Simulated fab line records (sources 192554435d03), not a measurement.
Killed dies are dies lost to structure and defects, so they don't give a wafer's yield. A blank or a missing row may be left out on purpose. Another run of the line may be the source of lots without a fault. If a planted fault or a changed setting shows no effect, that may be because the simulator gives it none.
Which tool was responsible? | flow n5_finfet | 10 lots, 30 wafers sampled, at 4 steps of a route of 1938

== WHAT THE GAUGES READ, wafer by wafer ==
N5_BEOL_M4_RC_MEAS_101. Usual: DIBL_N 36.1 mV/V, standard deviation 1.6; DIBL_P 36.6 mV/V, standard deviation 1.9; IOFF_N 0.160 nA/um, standard deviation 0.026; IOFF_N_85C 3.1 nA/um, standard deviation 0.42; IOFF_N_LIN 0.075 nA/um, standard deviation 0.0097; IOFF_N_LONG 5.6e-05 nA/um, standard deviation 3.2e-06; IOFF_P 0.210 nA/um, standard deviation 0.028; ION_N 677 uA/um, standard deviation 10; ION_P 464 uA/um, standard deviation 6.9; SS_N 71.4 mV/dec, standard deviation 0.56; SS_P 73.3 mV/dec, standard deviation 0.61; VT_N 249.1 mV, standard deviation 2.6; VT_N_LONG 274.5 mV, standard deviation 2.3; VT_N_LVT 97.6 mV, standard deviation 2.8; VT_P -250 mV, standard deviation 3.3.
lot  | measured     | on        | DIBL_N (mV/V)  | DIBL_P (mV/V)  | IOFF_N (nA/um)    | IOFF_N_85C (nA/um) | IOFF_N_LIN (nA/um) | IOFF_N_LONG (nA/um)     | IOFF_P (nA/um)    | ION_N (uA/um) | ION_P (uA/um) | SS_N (mV/dec)  | SS_P (mV/dec)  | VT_N (mV)         | VT_N_LONG (mV)    | VT_N_LVT (mV)     | VT_P (mV)      | flag
L576 | day 7 23:26  | prober-01 | 36.5 38.0 36.2 | 35.3 38.2 35.1 | 0.142 0.173 0.145 | 2.8 3.3 2.8        | 0.067 0.080 0.068  | 5.2e-05 5.1e-05 5.2e-05 | 0.179 0.216 0.173 | 670 682 679   | 466 468 460   | 71.4 71.7 71.7 | 73.5 74.4 73.0 | 250.7 249.5 250.8 | 276.8 278.5 278.2 | 100.4 98.3 101.0  | -255 -250 -255 |
L577 | day 8 18:49  | prober-01 | 37.3 34.0 35.0 | 38.1 33.5 34.0 | 0.174 0.107 0.120 | 3.3 2.2 2.4        | 0.084 0.058 0.061  | 5.2e-05 5.2e-05 5.3e-05 | 0.238 0.166 0.170 | 687 657 663   | 473 455 458   | 71.9 71.0 70.8 | 73.8 72.6 73.5 | 250.0 256.2 253.8 | 272.6 275.5 277.2 | 96.6 103.3 101.9  | -248 -255 -254 |
L578 | day 8 13:53  | prober-01 | 36.4 34.7 35.3 | 38.0 36.5 36.5 | 0.166 0.136 0.143 | 3.2 2.7 2.8        | 0.080 0.067 0.071  | 5.7e-05 5.6e-05 5.7e-05 | 0.235 0.211 0.214 | 695 672 683   | 483 472 473   | 71.1 71.5 71.5 | 73.5 72.5 73.6 | 247.1 252.0 250.8 | 273.8 274.4 273.7 | 94.7 98.6 96.9    | -245 -249 -247 |
L580 | day 9 15:33  | prober-02 | 35.6 34.9 33.4 | 36.2 35.3 33.9 | 0.157 0.144 0.128 | 3.1 2.8 2.6        | 0.072 0.068 0.062  | 5.8e-05 6e-05 5.9e-05   | 0.204 0.190 0.175 | 668 678 662   | 458 466 460   | 71.2 70.7 71.4 | 73.5 73.0 72.2 | 250.6 251.0 250.9 | 273.4 274.2 271.4 | 96.1 95.9 98.5    | -252 -250 -254 |
L582 | day 9 23:47  | prober-01 | 38.0 37.6 38.1 | 38.7 38.7 38.3 | 0.172 0.176 0.159 | 3.4 3.4 3.1        | 0.081 0.083 0.074  | 5.3e-05 5.2e-05 5.3e-05 | 0.209 0.210 0.192 | 681 683 679   | 461 456 459   | 71.2 71.5 71.7 | 73.9 74.3 73.7 | 251.7 246.0 251.9 | 276.4 274.9 278.5 | 97.1 95.6 99.6    | -252 -253 -253 |
L583 | day 10 15:15 | prober-02 | 36.6 36.2 36.5 | 36.8 37.2 36.4 | 0.179 0.175 0.178 | 3.4 3.3 3.4        | 0.082 0.081 0.082  | 6e-05 5.9e-05 6e-05     | 0.247 0.250 0.242 | 688 684 692   | 478 467 470   | 71.8 71.8 71.5 | 73.4 74.1 73.8 | 246.2 246.8 245.6 | 276.9 270.7 275.2 | 97.9 96.8 96.6    | -246 -247 -246 |
L584 | day 11 08:06 | prober-01 | 33.8 36.5 33.9 | 35.6 38.3 35.4 | 0.144 0.198 0.005 | 2.8 3.7 0.2        | 0.066 0.085 0.002  | 5.4e-05 5.4e-05 2.3e-05 | 0.198 0.240 0.193 | 680 682 461   | 462 465 463   | 70.4 71.9 71.2 | 72.0 73.4 72.9 | 250.6 247.1 348.8 | 276.4 275.6 371.9 | 99.1 95.2 197.6   | -247 -248 -249 | OFF
L589 | day 11 22:25 | prober-01 | 37.1 35.1 37.8 | 38.9 35.9 38.4 | 0.179 0.148 0.194 | 3.5 3.0 3.8        | 0.082 0.071 0.088  | 5.6e-05 5.7e-05 5.7e-05 | 0.216 0.180 0.211 | 680 679 690   | 464 460 462   | 71.5 71.3 71.9 | 74.3 73.1 73.8 | 247.0 249.2 246.3 | 272.8 276.1 272.9 | 94.1 95.8 93.1    | -249 -254 -252 |
L598 | day 13 07:43 | prober-02 | 35.4 34.4 36.7 | 33.3 33.6 35.4 | 0.125 0.127 0.148 | 2.6 2.5 2.9        | 0.060 0.063 0.070  | 5.7e-05 5.5e-05 5.7e-05 | 0.197 0.199 0.233 | 661 671 662   | 459 469 463   | 71.2 70.7 71.7 | 73.2 73.0 73.4 | 252.5 251.0 249.6 | 275.6 274.7 274.1 | 103.6 102.6 101.4 | -250 -249 -249 |
L599 | day 14 16:33 | prober-02 | 35.3 34.2 36.9 | 35.8 35.1 38.2 | 0.152 0.135 0.194 | 3.0 2.7 3.7        | 0.074 0.068 0.090  | 5.9e-05 5.7e-05 5.8e-05 | 0.208 0.202 0.246 | 679 671 687   | 467 462 473   | 72.3 71.0 71.9 | 73.2 72.5 73.0 | 248.8 247.0 243.7 | 275.7 275.1 273.7 | 97.1 98.1 94.2    | -248 -249 -244 |

== EACH LOT AND THE TOOL THAT RAN IT (in order: tool; ch and the chambers of the sampled wafers; start) ==
lot  | N5_HKMG_FIN_WET_ETCH_18             | N5_BEOL_M4_ANNEAL_82         | N5_BEOL_M4_ANNEAL_89
L576 | wet_bench-02 ch 1,5,6, day 4 09:45  | pvd_sputter-01, day 7 20:37  | pvd_sputter-01, day 7 21:04
L577 | wet_bench-02 ch 0,2,3, day 4 20:07  | pvd_sputter-03, day 8 16:19  | pvd_sputter-03, day 8 16:45
L578 | wet_bench-02 ch 1,4,5, day 4 22:02  | pvd_sputter-01, day 8 11:22  | pvd_sputter-01, day 8 11:48
L580 | wet_bench-06 ch 2,6,7, day 5 12:34  | pvd_sputter-03, day 9 12:54  | pvd_sputter-03, day 9 13:20
L582 | wet_bench-06 ch 1,6,7, day 5 22:43  | pvd_sputter-01, day 9 21:11  | pvd_sputter-01, day 9 21:39
L583 | wet_bench-02 ch 0,1,7, day 6 18:56  | pvd_sputter-01, day 10 12:28 | pvd_sputter-01, day 10 12:55
L584 | wet_bench-02 ch 1,2,4, day 6 21:35  | pvd_sputter-02, day 11 05:45 | pvd_sputter-02, day 11 06:11
L589 | wet_bench-05 ch 3,5,6, day 7 13:28  | pvd_sputter-03, day 11 19:37 | pvd_sputter-03, day 11 20:04
L598 | wet_bench-05 ch 0,5,6, day 9 21:04  | pvd_sputter-01, day 13 05:23 | pvd_sputter-01, day 13 05:49
L599 | wet_bench-05 ch 1,5,6, day 10 05:19 | pvd_sputter-02, day 14 14:02 | pvd_sputter-02, day 14 14:29
- N5_HKMG_FIN_WET_ETCH_18: etches TiN in SC1, time 55 s, target depth 5.2 nm, rinse time 30 s.
- N5_BEOL_M4_ANNEAL_82: time 240 s.
- N5_BEOL_M4_ANNEAL_89: time 240 s.

== WHAT THE TOOLS THEMSELVES READ (means of the sampled wafers that have a number; where no wafer has one, the mark that the record gives instead) ==
N5_BEOL_M4_ANNEAL_82. Usual: heater_power_w at 810 W, with a standard deviation of 82.
lot  | tool           | heater_power_w (W) | flag
L576 | pvd_sputter-01 | 828                |
L577 | pvd_sputter-03 | 775                |
L578 | pvd_sputter-01 | 837                |
L580 | pvd_sputter-03 | 793                |
L582 | pvd_sputter-01 | 840                |
L583 | pvd_sputter-01 | 778                |
L584 | pvd_sputter-02 | 770                |
L589 | pvd_sputter-03 | 809                |
L598 | pvd_sputter-01 | 834                |
L599 | pvd_sputter-02 | 811                |

N5_BEOL_M4_ANNEAL_89. Usual: heater_power_w at 809 W, with a standard deviation of 81.
lot  | tool           | heater_power_w (W) | flag
L576 | pvd_sputter-01 | 841                |
L577 | pvd_sputter-03 | 773                |
L578 | pvd_sputter-01 | 841                |
L580 | pvd_sputter-03 | 782                |
L582 | pvd_sputter-01 | 839                |
L583 | pvd_sputter-01 | 781                |
L584 | pvd_sputter-02 | 761                |
L589 | pvd_sputter-03 | 827                |
L598 | pvd_sputter-01 | 850                |
L599 | pvd_sputter-02 | 790                |

== THE ANSWER, worked out from the rows above alone ==
Rule: a lot is off if the mean of its wafers that have a number lies more than 3 standard deviations from the usual mean. Also off: a lot with no number at a reading for which 4 or more lots have one. Where the step has rows for the other lots, those lots are counted as sound. First the gauges in route order, then the tools' own readings, where a lot's mean is used as printed above. The first step at which some lot is off is used, and at that step the reading that is off furthest; a lot without a number counts as furthest.
Off: L584, at N5_BEOL_M4_RC_MEAS_101 (VT_N_LONG).
A tool fits if, at a process step before that reading, it ran every lot that is off, and no sound lot after the first of them. Those tools and the gauges at N5_BEOL_M4_RC_MEAS_101 are tried in the same way. One fits: wet_bench-02 at N5_HKMG_FIN_WET_ETCH_18. Its last sound lot is L583 (day 6 18:56), its first lot that is off L584 (day 6 21:35): a fault that began between those two fits.

== WHAT THE SIMULATOR PUT IN ==
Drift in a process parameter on wet_bench-02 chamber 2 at N5_HKMG_FIN_WET_ETCH_18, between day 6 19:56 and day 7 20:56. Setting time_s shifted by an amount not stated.
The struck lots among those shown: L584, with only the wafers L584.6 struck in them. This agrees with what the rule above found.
